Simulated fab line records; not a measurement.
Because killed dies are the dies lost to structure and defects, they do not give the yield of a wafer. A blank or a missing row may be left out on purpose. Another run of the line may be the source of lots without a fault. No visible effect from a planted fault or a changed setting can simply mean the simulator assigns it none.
fab line records	flow nandHarc
record: lots: 13	wafers: 39	lastDay: 33
route steps=1302 shown P_START@1 P_ZERO_WELL@46 END@1302
lots that met no fault: from a run of the same line without faults
startH: start of the lot's first displayed wafer, in hours after the record's first day	waitH: hours since the lot's step before	" the same as in the row above	L1.1+2: a row that stands for several wafers	- no value present, or no start provided	* or withheld: withheld	< > ~ a bound
route shown NAME@n: a module of which the file shows steps, and the number in the route of the first	usual: mean/standard deviation taken from wafers without a fault	same: alike in all rows	chamber/n: place in a boat	sites: readings site by site	_std_site: the values' standard deviation	_edge_site: mean of outer sites minus mean of inner sites	radiusMm: how far each site lies from the wafer's centre	mask NAME#n: copy n	behind: the most recent tool/chamber to have shaped the wafer	hold: what put the lot on hold/how long, in hours/how the hold closed	device: the n, p or np transistor that did not switch	end of line: the route-end tests of the same wafers	for a step that has no rows: nothing shown but its recipe	killed: at the first sort, the dies lost to defects and structure; wafer yield is something else	map: a wafer's dies, x killed, . not, _ none there
set.NAME: the setting as run; set.NAME@STEP: as run at that earlier step	model.NAME: the simulator's own value behind a step, which no gauge read
route steps across a sampled set of lots; one table per step, one row per wafer
services: a tool's chamber out of use, with start hour (startH, from the record's first day; less than 0 if before it), hours out, and reason
== steps ==
step: NHARC_P_START_INSPECT_01
usual: rawDefectCount: 3.9/2.1
lot.wafer	tool	chamber	startH	waitH	rawDefectCount
L241.3	defectInspect-01	-	20.04	-	3
L241.4	"	-	"	"	6
L241.6	"	-	"	"	4
L242.3	defectInspect-02	-	30.05	-	5
L242.4	"	-	"	"	4
L242.5	"	-	"	"	3
L245.2	defectInspect-01	-	60.04	-	5
L245.4	"	-	"	"	1
L245.6	"	-	"	"	1
L246.1	defectInspect-01	-	70.04	-	5
L246.3	"	-	"	"	2
L246.5	"	-	"	"	3
L247.1	defectInspect-01	-	80.04	-	8
L247.4	"	-	"	"	13
L247.5	"	-	"	"	13
L248.1	defectInspect-02	-	90.04	-	2
L248.2	"	-	"	"	4
L248.4	"	-	"	"	3
L251.1	defectInspect-01	-	120.04	-	3
L251.5	"	-	"	"	1
L251.6	"	-	"	"	5
L252.1	defectInspect-01	-	130.04	-	3
L252.3	"	-	"	"	6
L252.5	"	-	"	"	5
L255.2	defectInspect-01	-	160.04	-	3
L255.5	"	-	"	"	4
L255.6	"	-	"	"	6
L256.2	defectInspect-01	-	170.04	-	5
L256.3	"	-	"	"	6
L256.5	"	-	"	"	3
L257.1	defectInspect-01	-	180.04	-	3
L257.2	"	-	"	"	5
L257.6	"	-	"	"	6
L258.2	defectInspect-01	-	190.04	-	3
L258.3	"	-	"	"	8
L258.5	"	-	"	"	3
L264.1	defectInspect-01	-	250.04	-	4
L264.2	"	-	"	"	4
L264.5	"	-	"	"	4
step: NHARC_P_ZERO_WELL_DESCUM_39
recipe: timeS: 3	o2FlowSccm: 200	arFlowSccm: 0	biasPowerW: 0	chemistry: O2
usual: drypumpMotorCurrentA: 5.6/0.33	oesProductAu: 1.000/0.0076	rfVppV: 57.8/1	showerheadPlenumPTorr: 1.93/0.09	throttleValvePct: 11.311/0.0092
same: timeS: 3
lot.wafer	tool	chamber	startH	waitH	drypumpMotorCurrentA	oesProductAu	rfHoursCounterH	rfVppV	showerheadPlenumPTorr	throttleValvePct
L241.3	rieDiel-07	1	24.54	-	5.5	1.010	23	57.2	1.92	11.296
L241.4	"	2	"	"	5.6	1.003	17	58.8	1.94	11.311
L241.6	"	0	"	"	5.8	0.999	-	57.0	2.03	11.316
L242.3	rieDiel-07	1	34.54	-	5.5	1.003	26	58.4	1.91	11.324
L242.4	"	0	"	"	5.8	1.001	27	58.0	2.03	11.311
L242.5	"	2	"	"	5.6	0.999	-	59.2	1.94	11.287
L245.4	rieDiel-08	2	64.14	-	5.4	1.001	17	56.5	1.87	11.309
L245.2	"	0	"	"	5.3	1.004	17	58.7	2.07	11.325
L245.6	"	1	"	"	6.0	0.997	-	56.8	1.80	11.323
L246.1	rieDiel-04	2	74.26	-	5.8	0.999	17	58.1	2.07	11.311
L246.3	"	3	"	"	5.3	1.002	17	58.7	2.00	11.305
L246.5	"	2	"	"	5.8	0.995	-	58.4	2.07	11.310
L247.4	rieDiel-04	1	84.32	-	4.8	1.002	24	57.9	1.85	11.301
L247.1	"	3	"	"	5.4	0.996	20	58.9	2.00	11.307
L247.5	"	2	"	"	5.8	0.998	-	56.6	2.07	11.303
L248.1	rieDiel-08	1	94.29	-	6.0	0.979	22	57.2	1.80	11.309
L248.4	"	2	"	"	5.4	1.004	25	58.9	1.87	11.301
L248.2	"	3	"	"	5.7	1.004	28	57.6	1.90	11.314
L251.1	rieDiel-04	3	124.34	-	5.3	1.001	31	58.1	2.00	11.313
L251.5	"	0	"	"	5.8	1.006	-	58.4	1.94	11.312
L251.6	"	1	"	"	4.8	1.021	-	57.4	1.85	11.308
L252.3	rieDiel-07	3	134.31	-	6.0	0.995	1	58.2	1.98	11.315
L252.1	"	0	"	"	5.8	1.005	1	59.9	2.02	11.311
L252.5	"	2	"	"	5.6	0.984	-	58.4	1.93	11.314
L255.2	rieDiel-08	2	164.80	-	5.4	1.002	48	57.8	1.86	11.326
L255.6	"	3	"	"	5.7	1.000	-	56.8	1.89	11.318
L255.5	"	0	"	"	5.3	1.010	-	59.8	2.06	11.333
L256.3	rieDiel-08	2	174.31	-	5.5	1.002	51	56.6	1.86	11.291
L256.2	"	3	"	"	5.7	1.000	56	58.5	1.89	11.332
L256.5	"	2	"	"	5.4	0.999	-	59.4	1.86	11.302
L257.1	rieDiel-08	0	184.50	-	5.3	1.000	59	58.3	2.06	11.301
L257.2	"	1	"	"	6.0	0.981	53	56.4	1.79	11.306
L257.6	"	3	"	"	5.7	1.007	-	58.7	1.89	11.309
L258.2	rieDiel-07	0	194.34	-	5.8	1.014	23	57.9	2.02	11.302
L258.3	"	1	"	"	5.5	1.015	23	57.4	1.90	11.306
L258.5	"	0	"	"	5.8	1.011	-	59.3	2.02	11.312
L264.2	rieDiel-08	1	254.27	-	6.0	0.990	21	56.4	1.78	11.317
L264.1	"	2	"	"	5.4	1.005	20	58.8	1.85	11.308
L264.5	"	1	"	"	6.0	0.986	-	57.9	1.78	11.305
step: NHARC_P_ZERO_WELL_EXPOSE_49
recipe: na: 0.6	targetCdNm: 2000	doseMj: 22.64	maskId: P_HVPW
lot.wafer	tool	chamber	startH	waitH	mask
L241.3+4+6	krfScanner-03	0	25.85	-	P_HVPW#0
L242.3+4+5	krfScanner-02	0	35.87	-	P_HVPW#0
L245.2+4+6	krfScanner-01	0	65.34	-	P_HVPW#0
L246.1+3+5	krfScanner-01	0	75.46	-	P_HVPW#0
L247.1+4+5	krfScanner-03	0	85.64	-	P_HVPW#0
L248.1+2+4	krfScanner-01	0	95.60	-	P_HVPW#0
L251.1+5+6	krfScanner-02	0	125.67	-	P_HVPW#0
L252.1+3+5	krfScanner-02	0	135.48	-	P_HVPW#0
L255.2+5+6	krfScanner-03	0	166.02	-	P_HVPW_R1#0
L256.2+3+5	krfScanner-02	0	175.64	-	P_HVPW#0
L257.1+2+6	krfScanner-03	0	185.80	-	P_HVPW#0
L258.2+3+5	krfScanner-03	0	195.53	-	P_HVPW#0
L264.1+2+5	krfScanner-01	0	255.44	-	P_HVPW#0
step: NHARC_P_ZERO_WELL_CD_MEAS_52
recipe: targetCdNm: 2000	landingEnergyEv: 500
usual: cdNm: 1999.6/1.3
lot.wafer	tool	chamber	startH	waitH	hold	cdNm
L241.3	cdSem-02	0	26.00	-	-	1997.4
L241.4	"	0	"	"	-	1998.8
L241.6	"	0	"	"	-	2000.1
L242.3	cdSem-01	0	36.02	-	-	2000.5
L242.4	"	0	"	"	-	2001.6
L242.5	"	0	"	"	-	2002.7
L245.2	cdSem-03	0	65.50	-	-	2000.7
L245.4	"	0	"	"	-	2000.5
L245.6	"	0	"	"	-	1999.4
L246.1	cdSem-03	0	75.61	-	-	2000.7
L246.3	"	0	"	"	-	1999.2
L246.5	"	0	"	"	-	2000.1
L247.1	cdSem-03	0	85.79	-	-	2001.3
L247.4	"	0	"	"	-	2000.7
L247.5	"	0	"	"	-	2001.4
L248.1	cdSem-03	0	95.75	-	-	1999.3
L248.2	"	0	"	"	-	2000.6
L248.4	"	0	"	"	-	1999.9
L251.1	cdSem-02	0	125.83	-	-	1997.6
L251.5	"	0	"	"	-	1997.6
L251.6	"	0	"	"	-	1998.5
L252.1	cdSem-03	0	135.64	-	-	1997.9
L252.3	"	0	"	"	-	1998.6
L252.5	"	0	"	"	-	1997.1
L255.2	cdSem-03	0	166.18	-	awaitDispo/0.2h/release	1897.0
L255.5	"	0	"	"	awaitDispo/0.2h/release	1894.7
L255.6	"	0	"	"	awaitDispo/0.2h/release	1897.5
L255.2	cdSem-03	0	-	-	-	1896.4
L255.5	"	0	"	"	-	1894.6
L255.6	"	0	"	"	-	1897.1
L256.2	cdSem-03	0	175.79	-	-	1999.8
L256.3	"	0	"	"	-	1997.7
L256.5	"	0	"	"	-	1997.1
L257.1	cdSem-01	0	185.95	-	-	2001.1
L257.2	"	0	"	"	-	2000.6
L257.6	"	0	"	"	-	2000.2
L258.2	cdSem-01	0	195.68	-	-	2000.6
L258.3	"	0	"	"	-	1999.8
L258.5	"	0	"	"	-	2001.2
L264.1	cdSem-03	0	255.60	-	-	2000.0
L264.2	"	0	"	"	-	2001.2
L264.5	"	0	"	"	-	2000.0
step: NHARC_P_ZERO_WELL_INSPECT_43
usual: rawDefectCount: 16/8.1
lot.wafer	tool	chamber	startH	waitH	rawDefectCount
L241.3	defectInspect-01	-	27.81	0.4	20
L241.4	"	-	"	"	17
L241.6	"	-	"	"	22
L242.3	defectInspect-01	-	37.84	0.4	9
L242.4	"	-	"	"	13
L242.5	"	-	"	"	16
L245.2	defectInspect-02	-	67.30	0.5	8
L245.4	"	-	"	"	7
L245.6	"	-	"	"	13
L246.1	defectInspect-02	-	77.72	0.6	14
L246.3	"	-	"	"	14
L246.5	"	-	"	"	17
L247.1	defectInspect-02	-	87.61	0.6	24
L247.4	"	-	"	"	20
L247.5	"	-	"	"	25
L248.1	defectInspect-01	-	97.57	0.6	14
L248.2	"	-	"	"	11
L248.4	"	-	"	"	12
L251.1	defectInspect-02	-	127.67	0.6	10
L251.5	"	-	"	"	13
L251.6	"	-	"	"	9
L252.1	defectInspect-01	-	137.44	0.6	21
L252.3	"	-	"	"	21
L252.5	"	-	"	"	16
L256.2	defectInspect-01	-	177.61	0.5	8
L256.3	"	-	"	"	3
L256.5	"	-	"	"	7
L257.1	defectInspect-02	-	187.87	0.6	27
L257.2	"	-	"	"	14
L257.6	"	-	"	"	20
L258.2	defectInspect-01	-	197.49	0.5	19
L258.3	"	-	"	"	24
L258.5	"	-	"	"	27
L264.1	defectInspect-02	-	257.45	0.6	14
L264.2	"	-	"	"	10
L264.5	"	-	"	"	6
step: NHARC_END_SORT_01
recipe: tempC: 25
usual: defectLimitedYield: 90.3/3	killedAtArray: 60/21	killedAtOther: 1.0/1.2	killedAtPeriphery: 4.2/2.8	killedDies: 65/20	killedOpen: 3.1/1.8	killedShort: 2.6/1.6
same: grossDies: 677
lot.wafer	tool	chamber	startH	waitH	defectLimitedYield[%]	killedAtArray	killedAtOther	killedAtPeriphery	killedDies	killedOpen	killedShort
L246.1	prober-02	0	610.00	2.5	91.1	57	2	1	60	3	0
L246.3	prober-02	0	611.60	3.1	90.1	62	0	5	67	5	4
L246.5	prober-02	0	613.21	3.7	91.4	57	0	1	58	4	5
L256.2	prober-02	0	686.36	2.8	93.9	36	0	5	41	6	5
L256.3	prober-02	0	687.17	3.1	94.5	35	0	2	37	0	6
L256.5	prober-02	0	688.78	3.7	94.5	33	0	4	37	1	5
L258.2	prober-01	0	723.30	2.8	90.0	61	5	2	68	1	1
L258.3	prober-01	0	724.09	3.1	86.4	89	3	0	92	2	1
L258.5	prober-01	0	725.69	3.7	89.2	66	4	3	73	1	5
killed by level:class
L246.1 A_CHANNEL_HOLE_D1:chamberFilmFlake=36 A_CHANNEL_HOLE_D2:chamberFilmFlake=12 A_CHANNEL_FILL_D1:chamberFilmFlake=2 THIN_TSV:chamberFilmFlake=2 P_CONTACT:geometricParticle:open=1 A_WL_FILL:geometricParticle:open=1 A_BLC:geometricParticle:open=1 A_ZERO_WELL:chamberFilmFlake=1
L246.3 A_CHANNEL_HOLE_D1:chamberFilmFlake=32 A_CHANNEL_HOLE_D2:chamberFilmFlake=12 A_CONTACT:chamberFilmFlake=7 A_CHANNEL_FILL_D1:geometricParticle:open=2 A_WL_FILL:geometricParticle:short=2 A_CHANNEL_FILL_D2:chamberFilmFlake=2 A_STAIRCASE:chamberFilmFlake=2 P_CONTACT:geometricParticle:short=1
L246.5 A_CHANNEL_HOLE_D1:chamberFilmFlake=25 A_CHANNEL_HOLE_D2:chamberFilmFlake=15 A_CONTACT:chamberFilmFlake=5 A_ONON_D1:geometricParticle:short=2 A_CHANNEL_FILL_D1:chamberFilmFlake=2 P_M1:geometricParticle:open=1 A_SOURCE_PLATE:geometricParticle:short=1 A_SOURCE_PLATE:geometricParticle:open=1
L256.2 A_CHANNEL_HOLE_D2:chamberFilmFlake=18 A_CHANNEL_HOLE_D1:chamberFilmFlake=5 P_GATE:geometricParticle:open=2 A_WL_FILL:geometricParticle:short=2 P_GATE:chamberFilmFlake=2 A_STAIRCASE:chamberFilmFlake=2 P_STI:geometricParticle:short=1 A_CHANNEL_FILL_D1:geometricParticle:short=1
L256.3 A_CHANNEL_HOLE_D2:chamberFilmFlake=13 A_CHANNEL_HOLE_D1:chamberFilmFlake=5 A_STAIRCASE:chamberFilmFlake=4 A_ONON_D2:geometricParticle:short=3 A_SLIT:chamberFilmFlake=3 P_GATE:chamberFilmFlake=2 A_WL_FILL:chamberFilmFlake=2 A_CHANNEL_FILL_D1:geometricParticle:short=1
L256.5 A_CHANNEL_HOLE_D2:chamberFilmFlake=17 A_CHANNEL_HOLE_D1:chamberFilmFlake=4 A_STAIRCASE:chamberFilmFlake=3 A_WL_FILL:chamberFilmFlake=3 A_CHANNEL_FILL_D1:geometricParticle:short=2 A_WL_FILL:geometricParticle:short=2 P_GATE:chamberFilmFlake=2 P_GATE:geometricParticle:open=1
L258.2 A_CHANNEL_HOLE_D1:chamberFilmFlake=33 A_SLIT:chamberFilmFlake=14 A_STAIRCASE:chamberFilmFlake=5 THIN_TSV:chamberFilmFlake=5 P_GATE:chamberFilmFlake=2 A_WL_FILL:chamberFilmFlake=2 A_ONON_D1:geometricParticle:short=1 A_CHANNEL_FILL_D1:geometricParticle:open=1
L258.3 A_SLIT:chamberFilmFlake=41 A_CHANNEL_HOLE_D1:chamberFilmFlake=30 A_STAIRCASE:chamberFilmFlake=7 THIN_TSV:chamberFilmFlake=3 A_ZERO_WELL:chamberFilmFlake=2 A_SGD_CUT:chamberFilmFlake=2 A_ONON_D1:geometricParticle:short=1 A_DECK1_JOINT:geometricParticle:open=1
L258.5 A_CHANNEL_HOLE_D1:chamberFilmFlake=32 A_SLIT:chamberFilmFlake=20 A_STAIRCASE:chamberFilmFlake=6 THIN_TSV:chamberFilmFlake=4 A_CHANNEL_FILL_D1:chamberFilmFlake=2 P_GATE:geometricParticle:short=1 P_CONTACT:geometricParticle:open=1 A_DECK1_JOINT:geometricParticle:short=1
== services ==
tool	chamber	startH	hours	kind
rieDiel-08	-	1.44	0.7	repair
rieDiel-08	0	12.17	2.8	repair
rieDiel-08	-	13.88	9.0	pm
krfScanner-01	-	19.59	1.0	repair
rieDiel-08	1	24.19	3.4	repair
krfScanner-02	-	28.38	1.5	repair
krfScanner-02	-	51.82	0.4	repair
krfScanner-03	-	52.03	4.0	pm
rieDiel-07	0	57.62	7.4	repair
krfScanner-03	-	75.25	1.2	repair
rieDiel-08	0	83.03	2.4	repair
rieDiel-07	1	93.96	6.0	repair
krfScanner-02	-	94.00	4.0	pm
krfScanner-03	-	96.23	0.5	repair
rieDiel-07	3	113.06	3.9	repair
rieDiel-07	-	117.56	9.0	pm
krfScanner-01	-	133.29	9.4	repair
krfScanner-01	-	144.55	4.0	pm
krfScanner-03	-	159.09	0.3	repair
krfScanner-01	-	176.73	4.5	repair
rieDiel-07	1	189.88	3.8	repair
rieDiel-08	-	190.91	9.0	pm
krfScanner-01	-	212.04	1.8	repair
krfScanner-03	-	224.03	4.0	pm
== key ==
firstSign: step: NHARC_P_ZERO_WELL_EXPOSE_49	reading: mask	direction: changed
effect: step: NHARC_P_ZERO_WELL_CD_MEAS_52	reading: visit	direction: added
effect: step: NHARC_P_ZERO_WELL_CD_MEAS_52	reading: cdNm	direction: down	sigmas: 79	usual: 1999.6	struck: 1896.4
metAt NHARC_P_ZERO_WELL_EXPOSE_49
struckLots L255
scrappedBehind NHARC_P_ZERO_WELL_CD_MEAS_52 L255.2,L255.5,L255.6
notActingAt NHARC_P_START_INSPECT_01,NHARC_P_ZERO_WELL_DESCUM_39,NHARC_P_ZERO_WELL_INSPECT_43
onsetBetween 85.64 166.02
fault: kind: wrongMask	tool: any	chamber: -	onsetH: 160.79	steps: NHARC_P_ZERO_WELL_EXPOSE_49	auxCopy: P_HVPW_R1#0	cdOffsetNm: -103.19	scope: struckLotsOnly
